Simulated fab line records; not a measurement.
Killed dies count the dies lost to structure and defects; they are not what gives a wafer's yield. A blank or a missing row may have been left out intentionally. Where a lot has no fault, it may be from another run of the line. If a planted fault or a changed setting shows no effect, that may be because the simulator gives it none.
A struck lot beside a sound one :: flow nand harc :: 40 out of 1302 route steps
Sound: these wafers, L510.1, L510.3, L510.4. Struck: wafer L526.5. Last of all comes the cause.
Per side, at each step with rows, come the tool, then ch with its chambers, and then its first start. Under that, the readings that differ: sound wafers :: struck wafers :: difference of the means :: sigmas: that difference in standard deviations of wafers without a fault.
alike: readings whose means differ by less than 2 such deviations, and words and numbers that are the same on both sides. not compared: withheld readings, readings that some wafer has no value for, bounds like >300 that may hide the same value, and numbers for which the record gives no deviation and whose values overlap.
Wherever a step has rows on one side only, a row that says differs or no value, or a row with sigmas, the two part there. Non-overlapping numbers with no deviation appear without sigmas and do not part them. A reading missing from all wafers of one side parts the sides only when that side holds two or more wafers.

first, 8 steps without rows for these wafers: NHARC_A_STAIRCASE_SOFTBAKE_212 (time 170 s); NHARC_A_STAIRCASE_EBR_213; NHARC_A_STAIRCASE_EXPOSE_214 (exposes mask STAIR 3); NHARC_A_STAIRCASE_PEB_215 (peb time 130 s); NHARC_A_STAIRCASE_DEVELOP_216 (time 140 s); NHARC_A_STAIRCASE_HARDBAKE_218 (time 140 s); NHARC_A_STAIRCASE_DESCUM_219 (chemistry O2, time 3 s); NHARC_A_STAIRCASE_TRIM_220 (chemistry O2, time 211.2 s).
NHARC_A_STAIRCASE_ETCH_221: etches the open film in C4F8/O2, target depth 100 nm, time 40.5 s.
  sound: rie diel-05 ch 1,2,3; struck: rie diel-05 ch 3
reading: rf vpp V (V)
sound: 888 893 893
struck: 905
difference: +14
sigmas: +2
  alike: bias w, chamber pressure mTorr, oes product au
  not compared: rf hours counter h
NHARC_A_STAIRCASE_TRIM_222: chemistry O2, time 211.2 s.
  sound: rie diel-05 ch 0,2,3; struck: rie diel-05 ch 2
reading: oes product au (a.u.)
sound: 1.008 1.016 1.005
struck: 0.987
difference: -0.023
sigmas: -2
  alike: chamber pressure mTorr, drypump motor current A, rf vpp V, showerhead plenum p Torr, throttle valve pct
  not compared: rf hours counter h
then, 1 step without rows for these wafers: NHARC_A_STAIRCASE_ETCH_223 (etches the open film in C4F8/O2, target depth 100 nm, time 40.5 s).
NHARC_A_STAIRCASE_TRIM_224: chemistry O2, time 211.2 s.
  sound on rie diel-05 ch 0,1,3, day 15 14:25; struck on rie diel-05 ch 2, day 22 12:05
reading: oes product au (a.u.)
sound: 1.021 0.990 0.999
struck: 0.982
difference: -0.021
sigmas: -2
  alike: chamber pressure mTorr, drypump motor current A, rf vpp V, showerhead plenum p Torr, throttle valve pct
  not compared: rf hours counter h
then, 6 steps without rows for these wafers: NHARC_A_STAIRCASE_ETCH_225 (etches the open film in C4F8/O2, target depth 100 nm, time 40.5 s); NHARC_A_STAIRCASE_TRIM_226 (chemistry O2, time 211.2 s); NHARC_A_STAIRCASE_ETCH_227 (etches the open film in C4F8/O2, target depth 100 nm, time 40.5 s); NHARC_A_STAIRCASE_TRIM_229 (chemistry O2, time 211.2 s); NHARC_A_STAIRCASE_ETCH_230 (etches the open film in C4F8/O2, target depth 100 nm, time 40.5 s); NHARC_A_STAIRCASE_TRIM_231 (chemistry O2, time 211.2 s).
NHARC_A_STAIRCASE_ETCH_232: etches the open film in C4F8/O2, target depth 100 nm, time 40.5 s.
  sound: rie diel-05 ch 0,1,3; struck: rie diel-05 ch 1
  alike: bias w, chamber pressure mTorr, oes product au, rf vpp V
  not compared: rf hours counter h
then, 1 step without rows for these wafers: NHARC_A_STAIRCASE_TRIM_233 (chemistry O2, time 211.2 s).
NHARC_A_STAIRCASE_ETCH_234: etches the open film in C4F8/O2, target depth 100 nm, time 40.5 s.
  sound: rie diel-05 ch 0,1,2; struck: rie diel-05 ch 1
  alike: bias w, chamber pressure mTorr, oes product au, rf vpp V
  not compared: rf hours counter h
then, 15 steps without rows for these wafers: NHARC_A_STAIRCASE_TRIM_235 (chemistry O2, time 211.2 s); NHARC_A_STAIRCASE_ETCH_236 (etches the open film in C4F8/O2, target depth 100 nm, time 40.5 s); NHARC_A_STAIRCASE_STRIP_238 (strips in O2); NHARC_A_STAIRCASE_STRIP_239 (strips in SPM, time 900 s); NHARC_A_STAIRCASE_PRECLEAN_240 (cleans in SC1); NHARC_A_STAIRCASE_SRD_241; NHARC_A_STAIRCASE_DEHYDRATE_242 (time 120 s); NHARC_A_STAIRCASE_HMDS_243 (time 30 s); NHARC_A_STAIRCASE_COAT_244; NHARC_A_STAIRCASE_SOFTBAKE_245 (time 170 s); NHARC_A_STAIRCASE_EBR_246; NHARC_A_STAIRCASE_EXPOSE_247 (exposes mask SDS 1); NHARC_A_STAIRCASE_PEB_248 (peb time 130 s); NHARC_A_STAIRCASE_DEVELOP_249 (time 140 s); NHARC_A_STAIRCASE_HARDBAKE_251 (time 140 s).
NHARC_A_STAIRCASE_DESCUM_252: chemistry O2, time 3 s.
  sound on rie diel-09 ch 0,1,3, day 15 17:36; struck on rie diel-05 ch 3, day 22 15:12
  alike: chamber pressure mTorr, drypump motor current A, oes product au, rf vpp V, showerhead plenum p Torr, throttle valve pct
  not compared: rf hours counter h
then, 1 step without rows for these wafers: NHARC_A_STAIRCASE_ETCH_253 (etches the open film in C4F8/O2, target depth 50 nm, time 20.2 s).
-- the record jumps here: 3 days lie between the struck wafers' starts before and after (it left off in module A_STAIRCASE and takes up again in module A_SGD_CUT, whose first step shown is number 890 of the route) --
NHARC_A_SGD_CUT_DEP_00: deposits SiNx, target thk 50 nm.
  sound on pecvd-04 ch 0,1, day 18 17:01; struck on pecvd-01 ch 1, day 25 13:49
reading: hold
sound: - - -
struck: await dispo/4.0h/release
difference: no value on the sound wafers
sigmas: 
  alike: heater power w
-- jump in the record: it breaks off in module A_SGD_CUT and resumes in module END (first step shown: number 1302 of the route), and 6 days separate the struck wafers' starts before and after --
NHARC_END_SORT_01:
  the record has rows for the struck wafers here (prober-02 ch 0, day 31 09:53) and none for the sound ones

== WHERE THEY PART ==
Last at NHARC_END_SORT_01 as far as this record goes, first at NHARC_A_STAIRCASE_ETCH_221.

WHY: the cause the simulator had injected
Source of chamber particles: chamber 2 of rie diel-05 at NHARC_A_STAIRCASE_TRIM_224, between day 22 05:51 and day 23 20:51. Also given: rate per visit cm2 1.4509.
